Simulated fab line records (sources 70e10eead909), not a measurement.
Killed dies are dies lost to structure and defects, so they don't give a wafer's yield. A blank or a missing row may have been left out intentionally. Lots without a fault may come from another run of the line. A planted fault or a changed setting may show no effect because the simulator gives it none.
A lot that was struck, set against a sound lot :: flow nand-harc :: 32 out of 1159 route steps
Sound: the wafers L857.1, L857.4, L857.5. Struck: wafer L846.1 (left out: L846.5, L846.6 of the same lot, which were not struck); the cause appears at the end.
At each step with rows: each side's tool, then ch and its chambers, then its first start. Under that, the readings that differ: sound wafers :: struck wafers :: difference of the means :: sigmas: that difference in standard deviations of wafers without a fault.
alike: readings whose means differ by less than 2 such deviations, and words and numbers that are the same on both sides. not compared: withheld readings, readings that some wafer has no value for, bounds like >300 that may hide the same value, and numbers for which the record gives no deviation and whose values overlap.
Wherever a step has rows on one side only, a row that says differs or no value, or a row with sigmas, the two part there. When numbers do not overlap yet have no deviation, they are printed without sigmas and do not part them. Lack of a reading on every wafer of one side parts them only where that side has two or more wafers.

first, 5 steps without rows for these wafers: NHARC_A_ONON_D1_DEP_22 (target thk 1000 nm); NHARC_A_ONON_D1_DEP_25 (target thk 1000 nm); NHARC_A_ONON_D1_DEP_28 (target thk 1000 nm); NHARC_A_ONON_D1_DEP_33 (deposits SiO2, target thk 200 nm); NHARC_A_CHANNEL_HOLE_D1_DEP_00 (deposits aC, target thk 3100 nm).
NHARC_A_CHANNEL_HOLE_D1_DEP_01: deposits SiON, target thk 140 nm.
  sound on pecvd-04 ch 0,1,2, day 11 22:44; struck on pecvd-02 ch 1, day 9 04:39
  alike: heater-power-w
then, 25 steps without rows for these wafers: NHARC_A_CHANNEL_HOLE_D1_DEHYDRATE_02 (time 120 s); NHARC_A_CHANNEL_HOLE_D1_HMDS_03 (time 30 s); NHARC_A_CHANNEL_HOLE_D1_COAT_36 (time 75 s); NHARC_A_CHANNEL_HOLE_D1_COAT_37 (time 65 s); NHARC_A_CHANNEL_HOLE_D1_COAT_04 (resist thk 90 nm); NHARC_A_CHANNEL_HOLE_D1_SOFTBAKE_05 (time 55 s); NHARC_A_CHANNEL_HOLE_D1_EBR_06; NHARC_A_CHANNEL_HOLE_D1_EXPOSE_07 (exposes mask HOLE D1, target cd 100 nm); NHARC_A_CHANNEL_HOLE_D1_PEB_08 (peb time 65 s); NHARC_A_CHANNEL_HOLE_D1_DEVELOP_09 (develop time 35 s); NHARC_A_CHANNEL_HOLE_D1_DESCUM_15 (chemistry O2, time 3 s); NHARC_A_CHANNEL_HOLE_D1_ETCH_38 (etches the open film in CF4, target depth 39 nm, time 65 s); NHARC_A_CHANNEL_HOLE_D1_ETCH_39 (etches the open film in N2/H2, target depth 260 nm, time 325 s); NHARC_A_CHANNEL_HOLE_D1_ETCH_34 (etches the open film in CF4/CHF3, target depth 154 nm, time 77 s); NHARC_A_CHANNEL_HOLE_D1_ETCH_16 (etches the open film in O2/COS, target depth 3100 nm, time 806 s); NHARC_A_CHANNEL_HOLE_D1_ETCH_19 (etches the open film in C4F8/O2/Ar, time 34.5 s); NHARC_A_CHANNEL_HOLE_D1_ETCH_20 (etches the open film in C4F8/O2/Ar, time 361.9 s, target depth 1600 nm); NHARC_A_CHANNEL_HOLE_D1_ETCH_21 (etches the open film in C4F8/O2/Ar, time 514.3 s, target depth 1600 nm); NHARC_A_CHANNEL_HOLE_D1_ETCH_22 (etches the open film in C4F8/O2/Ar, time 666.7 s, target depth 1600 nm); NHARC_A_CHANNEL_HOLE_D1_ETCH_23 (etches the open film in C4F8/O2/Ar, time 819 s, target depth 1600 nm); NHARC_A_CHANNEL_HOLE_D1_ETCH_24 (etches the open film in C4F8/O2/Ar, time 906.2 s, target depth 1500 nm); NHARC_A_CHANNEL_HOLE_D1_ETCH_25 (etches the open film in C4F8/O2/Ar, time 1040.2 s, target depth 1500 nm); NHARC_A_CHANNEL_HOLE_D1_ETCH_26 (etches the open film in C4F8/O2/Ar, time 224.1 s, target depth 300 nm); NHARC_A_CHANNEL_HOLE_D1_ETCH_33 (etches the open film in C4F8/O2/Ar, time 90 s, target depth 400 nm); NHARC_A_CHANNEL_HOLE_D1_STRIP_41 (strips in N2/H2).
-- break in the record here, with 11 days between the starts of the struck wafers on either side (left off in module A_CHANNEL_HOLE_D1, picked up again in module END, where the first step shown is number 1159 on the route) --
NHARC_END_SORT_01:
  at this point the record logs the struck wafers (prober-01 ch 0, day 20 03:20) and has no rows for the sound ones

== WHERE THEY PART ==
Only at NHARC_END_SORT_01, within this record.

WHY: what had been put in by the simulator
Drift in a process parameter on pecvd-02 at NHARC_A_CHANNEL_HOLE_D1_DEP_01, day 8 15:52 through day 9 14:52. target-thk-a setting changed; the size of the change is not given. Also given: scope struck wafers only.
